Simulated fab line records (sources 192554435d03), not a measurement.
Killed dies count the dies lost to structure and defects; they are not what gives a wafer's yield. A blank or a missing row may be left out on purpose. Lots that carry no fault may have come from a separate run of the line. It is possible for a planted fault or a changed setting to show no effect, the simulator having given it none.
The tool behind it: which one?	flow n5_finfet	24 lots, 72 wafers sampled, at 5 steps of a route of 1938

## WHAT THE GAUGES SHOWED, per wafer
N5_BEOL_M12_THK_MEAS_01.
lot	measured	on	M12_ILD_THK (nm)
L075	day 11 00:18	film_metro-01	641 660 655
L076	day 11 02:14	film_metro-02	668 661 657
L077	day 11 02:42	film_metro-01	642 646 644
L074	day 11 15:02	film_metro-01	657 663 650
L079	day 11 20:23	film_metro-02	666 650 658
L078	day 11 20:40	film_metro-02	665 660 674
L080	day 11 23:14	film_metro-01	647 653 650
L081	day 12 04:47	film_metro-02	648 661 656
L082	day 12 11:38	film_metro-01	663 663 680
L083	day 13 00:18	film_metro-01	648 665 654
L084	day 13 07:50	film_metro-01	655 647 670
L086	day 13 17:13	film_metro-02	647 656 657
L085	day 13 17:19	film_metro-01	653 643 662
L087	day 14 03:22	film_metro-02	644 662 646
L088	day 14 07:36	film_metro-01	676 664 666
L089	day 14 08:38	film_metro-01	647 672 660
L091	day 14 14:59	film_metro-01	665 683 671
L090	day 15 03:45	film_metro-01	646 657 665
L092	day 15 04:06	film_metro-02	652 657 670
L094	day 15 06:10	film_metro-01	660 663 675
L093	day 15 13:44	film_metro-01	641 650 674
L095	day 15 17:14	film_metro-02	657 654 669
L097	day 16 07:56	film_metro-01	664 669 681
L096	day 16 08:21	film_metro-01	645 651 657

N5_BEOL_M12_OVL_MEAS_11.
lot	measured	on	V11_OVL (nm)
L075	day 11 00:45	overlay-01	2 -1 -1
L076	day 11 02:34	overlay-02	-2 -6 -2
L077	day 11 03:02	overlay-02	6 5 2
L074	day 11 15:22	overlay-02	4 4 5
L079	day 11 20:50	overlay-01	0 4 4
L078	day 11 21:50	overlay-01	5 5 2
L080	day 11 23:41	overlay-01	8 4 10
L081	day 12 05:07	overlay-02	7 5 6
L082	day 12 12:06	overlay-01	10 6 2
L083	day 13 00:46	overlay-02	8 10 3
L084	day 13 08:18	overlay-01	11 5 10
L086	day 13 17:41	overlay-02	1 -2 6
L085	day 13 17:50	overlay-01	6 4 4
L087	day 14 03:42	overlay-02	11 14 11
L088	day 14 08:04	overlay-01	5 7 8
L089	day 14 09:06	overlay-01	16 5 9
L091	day 14 15:26	overlay-01	15 12 6
L090	day 15 04:13	overlay-01	7 5 6
L092	day 15 04:26	overlay-01	6 2 7
L094	day 15 06:38	overlay-01	8 3 4
L093	day 15 14:04	overlay-02	-6 8 1
L095	day 15 17:41	overlay-02	2 0 0
L097	day 16 08:23	overlay-02	12 10 6
L096	day 16 08:49	overlay-01	-2 -8 3

N5_BEOL_M13_THK_MEAS_01.
lot	measured	on	M13_ILD_THK (nm)
L075	day 11 06:01	film_metro-01	836 850 848
L076	day 11 06:26	film_metro-02	829 842 856
L077	day 11 06:48	film_metro-02	838 845 852
L074	day 11 19:19	film_metro-01	837 843 853
L079	day 12 01:03	film_metro-02	843 828 858
L078	day 12 02:39	film_metro-01	861 854 852
L080	day 12 07:28	film_metro-02	837 840 842
L081	day 12 11:07	film_metro-02	829 836 833
L082	day 12 16:41	film_metro-02	828 852 844
L083	day 13 08:46	film_metro-01	828 827 833
L084	day 13 12:15	film_metro-02	840 827 856
L086	day 13 22:24	film_metro-02	823 830 851
L085	day 13 22:31	film_metro-01	836 828 859
L087	day 14 08:07	film_metro-02	823 842 836
L088	day 14 12:09	film_metro-01	856 852 842
L089	day 14 13:31	film_metro-02	815 834 834
L091	day 14 19:36	film_metro-02	830 848 846
L090	day 15 07:52	film_metro-02	840 858 871
L092	day 15 08:10	film_metro-01	824 838 832
L094	day 15 11:56	film_metro-02	831 832 848
L093	day 15 21:17	film_metro-02	848 837 864
L095	day 15 21:20	film_metro-01	834 836 838
L097	day 16 14:07	film_metro-01	831 861 839
L096	day 16 14:25	film_metro-02	832 869 847

## WHAT TOOL EACH LOT RAN ON (gives the tool, then ch and the chambers of the sampled wafers, and finally the start)
lot	N5_BEOL_M12_STRIP_63	N5_BEOL_M12_ETCH_38
L075	plasma_asher-02 ch 0,1, day 11 01:06	rie_diel-06 ch 0,2,3, day 11 03:05
L076	plasma_asher-01 ch 0,1, day 11 03:04	rie_diel-06 ch 0,2, day 11 04:38
L077	plasma_asher-01 ch 0,1, day 11 03:23	rie_diel-06 ch 0,2, day 11 04:44
L074	plasma_asher-01 ch 0,1, day 11 15:43	rie_diel-06 ch 0,2, day 11 17:14
L079	plasma_asher-02 ch 0,1, day 11 21:11	rie_diel-05 ch 0,3, day 11 22:32
L078	plasma_asher-01 ch 0,1, day 11 22:11	rie_diel-06 ch 0,3, day 12 00:18
L080	plasma_asher-01 ch 0,1, day 12 00:02	rie_diel-05 ch 1,2,3, day 12 05:13
L081	plasma_asher-02 ch 1, day 12 05:27	rie_diel-05 ch 0,1, day 12 09:16
L082	plasma_asher-02 ch 0,1, day 12 12:26	rie_diel-06 ch 1,3, day 12 14:16
L083	plasma_asher-01 ch 0,1, day 13 01:08	rie_diel-06 ch 0,1,3, day 13 06:42
L084	plasma_asher-01 ch 0,1, day 13 08:49	rie_diel-06 ch 0,1, day 13 10:26
L086	plasma_asher-02 ch 0, day 13 18:01	rie_diel-05 ch 0,3, day 13 20:28
L085	plasma_asher-02 ch 0,1, day 13 18:11	rie_diel-03 ch 1,2, day 13 20:39
L087	plasma_asher-02 ch 0,1, day 14 04:02	rie_diel-06 ch 0,1, day 14 06:18
L088	plasma_asher-02 ch 0,1, day 14 08:42	rie_diel-06 ch 0,1,2, day 14 10:12
L089	plasma_asher-02 ch 0,1, day 14 09:43	rie_diel-03 ch 1,2,3, day 14 11:23
L091	plasma_asher-02 ch 0,1, day 14 15:47	rie_diel-03 ch 1,2,3, day 14 17:17
L090	plasma_asher-01 ch 0,1, day 15 04:33	rie_diel-06 ch 0,3, day 15 06:06
L092	plasma_asher-01 ch 0,1, day 15 04:49	rie_diel-03 ch 1,2, day 15 06:18
L094	plasma_asher-01 ch 0,1, day 15 06:58	rie_diel-03 ch 0,1,3, day 15 10:07
L093	plasma_asher-02 ch 0,1, day 15 14:24	rie_diel-05 ch 0,1,2, day 15 19:26
L095	plasma_asher-01 ch 0,1, day 15 18:02	rie_diel-06 ch 0,3, day 15 19:35
L097	plasma_asher-01 ch 0,1, day 16 08:45	rie_diel-06 ch 1,2,3, day 16 12:14
L096	plasma_asher-01 ch 0,1, day 16 09:09	rie_diel-03 ch 0,1, day 16 12:25
- N5_BEOL_M12_STRIP_63: strips in N2/H2.
- N5_BEOL_M12_ETCH_38: etches SiCN in CF4/N2, target depth 68.7 nm, time 73.4 s.

## WHAT THE TOOLS THEMSELVES READ (means of the sampled wafers that have a number; where no wafer has one, the mark that the record gives instead)
N5_BEOL_M12_STRIP_63.
lot	tool	drypump_motor_current_A (A)	heater_power_w (W)	oes_product_au (a.u.)	strip_time_to_endpoint_s (s)
L075	plasma_asher-02	5.0	338	0.694	42.7
L076	plasma_asher-01	5.8	349	0.692	42.2
L077	plasma_asher-01	5.8	348	0.691	43.7
L074	plasma_asher-01	5.8	345	0.695	42.1
L079	plasma_asher-02	5.0	330	0.698	43.7
L078	plasma_asher-01	5.9	325	0.690	41.8
L080	plasma_asher-01	5.8	348	0.696	43.0
L081	plasma_asher-02	5.5	354	0.697	43.8
L082	plasma_asher-02	5.3	344	0.693	41.5
L083	plasma_asher-01	5.9	324	0.690	43.5
L084	plasma_asher-01	5.9	323	0.694	43.1
L086	plasma_asher-02	4.8	331	0.695	42.6
L085	plasma_asher-02	5.1	334	0.695	43.1
L087	plasma_asher-02	5.3	340	0.694	44.1
L088	plasma_asher-02	5.1	336	0.695	42.0
L089	plasma_asher-02	5.3	341	0.689	42.1
L091	plasma_asher-02	5.3	344	0.691	41.1
L090	plasma_asher-01	5.9	330	0.694	43.7
L092	plasma_asher-01	6.0	328	0.694	43.0
L094	plasma_asher-01	6.0	329	0.691	42.6
L093	plasma_asher-02	5.3	344	0.692	43.0
L095	plasma_asher-01	5.9	325	0.691	42.8
L097	plasma_asher-01	6.0	323	0.690	41.8
L096	plasma_asher-01	6.0	325	0.694	43.3

N5_BEOL_M12_ETCH_38.
lot	tool	drypump_motor_current_A (A)	oes_product_au (a.u.)	rf_vpp_V (V)	showerhead_plenum_p_Torr (Torr)	throttle_valve_pct (%)
L075	rie_diel-06	4.9	0.82	382.3	2.23	15.42
L076	rie_diel-06	4.9	0.90	381.7	2.19	15.28
L077	rie_diel-06	4.9	0.90	381.5	2.19	15.28
L074	rie_diel-06	4.9	0.89	382.2	2.19	15.29
L079	rie_diel-05	6.0	0.72	380.8	2.17	15.67
L078	rie_diel-06	5.0	0.72	384.0	2.26	15.60
L080	rie_diel-05	5.3	0.73	381.4	2.17	15.54
L081	rie_diel-05	5.6	0.82	381.0	2.17	15.46
L082	rie_diel-06	5.2	0.76	382.9	2.24	15.67
L083	rie_diel-06	5.3	0.81	382.1	2.23	15.48
L084	rie_diel-06	5.7	0.90	382.1	2.19	15.34
L086	rie_diel-05	6.0	0.76	381.1	2.15	15.65
L085	rie_diel-03	5.9	0.85	381.8	2.16	15.28
L087	rie_diel-06	5.7	0.88	381.5	2.19	15.36
L088	rie_diel-06	5.3	0.86	381.5	2.18	15.34
L089	rie_diel-03	5.7	0.83	382.3	2.20	15.30
L091	rie_diel-03	5.7	0.84	382.2	2.20	15.30
L090	rie_diel-06	5.0	0.90	383.5	2.26	15.30
L092	rie_diel-03	5.9	0.83	381.1	2.16	15.29
L094	rie_diel-03	5.9	0.84	381.3	2.18	15.43
L093	rie_diel-05	5.2	0.76	381.5	2.15	15.54
L095	rie_diel-06	5.0	0.89	382.4	2.26	15.31
L097	rie_diel-06	5.1	0.86	381.4	2.19	15.41
L096	rie_diel-03	6.0	0.83	381.5	2.14	15.45

## THE ANSWER, worked out from the rows above alone
Rule: usual is defined by the lots themselves. Put in order of their means at a reading, lots are off if they are a third of the lots or fewer, leave a main group of 4 or more, and stand apart from it by a gap of 3 or more times the standard deviation of the main group's means; of several such gaps the widest counts. A main group whose means are all the same, to the digits that the tables above print for the reading, isn't used. Also off: a lot with no number at a reading for which 4 or more lots have one. Any other lot the step has rows for is counted as sound. The gauges are gone through in route order, then the tools' own readings, and for those a lot's mean is taken as printed above. The first step at which some lot is off is used, and at that step the reading that is off furthest; a lot without a number counts as furthest.
No lot is off on any of the readings shown, so nothing can be concluded from this.

## WHAT THE SIMULATOR PUT IN
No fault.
